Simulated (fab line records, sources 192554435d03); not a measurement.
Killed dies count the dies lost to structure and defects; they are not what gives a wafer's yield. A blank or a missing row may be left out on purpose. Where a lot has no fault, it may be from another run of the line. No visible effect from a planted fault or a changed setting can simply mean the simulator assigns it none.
Chamber matching ; flow n5 finfet ; N5_BEOL_M5_CURE_80 on uv cure-03: 3 sister chambers
The step cures SiCOH lowk, time 120 s. 6 wafers are shown with their chamber, then 8 later ones without.

== WAFERS PAIRED WITH THEIR CHAMBERS ==
wafer;chamber;wafer_temp_C_max;lamp power pct (%)
L080.3;2;372.1;52.31
L080.5;2;372.7;52.33
L084.5;0;371.3;52.28
L088.2;1;370.8;52.21
L088.4;1;371.1;52.28
L090.2;0;371.4;52.31

== WAFERS WITHOUT THEIR CHAMBER ==
wafer;wafer_temp_C_max;lamp power pct (%)
L090.3;371.3;52.35
L090.6;371.4;52.34
L091.1;371.3;52.27
L091.3;371.9;52.38
L091.6;371.8;52.31
L097.1;372.3;52.28
L097.2;372.1;52.28
L097.5;371.9;52.33

== EACH ONE'S CHAMBER ==
wafer;from the rows above;in truth
L090.3;can't be placed: 0 or 1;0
L090.6;can't be placed: 0 or 1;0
L091.1;can't be placed: 0 or 1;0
L091.3;can't be placed: 2 or 0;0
L091.6;can't be placed: 0 or 2 or 1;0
L097.1;2;2
L097.2;can't be placed: 2 or 0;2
L097.5;can't be placed: 2 or 0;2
Correctly placed: 1 of 8. These rows do not allow placing 7 (true chamber among the candidates in 7). Number placed wrongly: 0.
How it was worked out, from the rows above alone: a wafer's distance from a chamber is the root of the sum, over the readings, of the square of ((its reading less the chamber's mean) divided by the reading's scatter). The wafer belongs to the nearest chamber; if the next one is less than 2 further off, it can't be placed. Each chamber's mean is taken over the wafers shown for it. The scatter: the root of (the sum of the squares of (reading less its chamber's mean) over the shown wafers, divided by (wafers less chambers)).
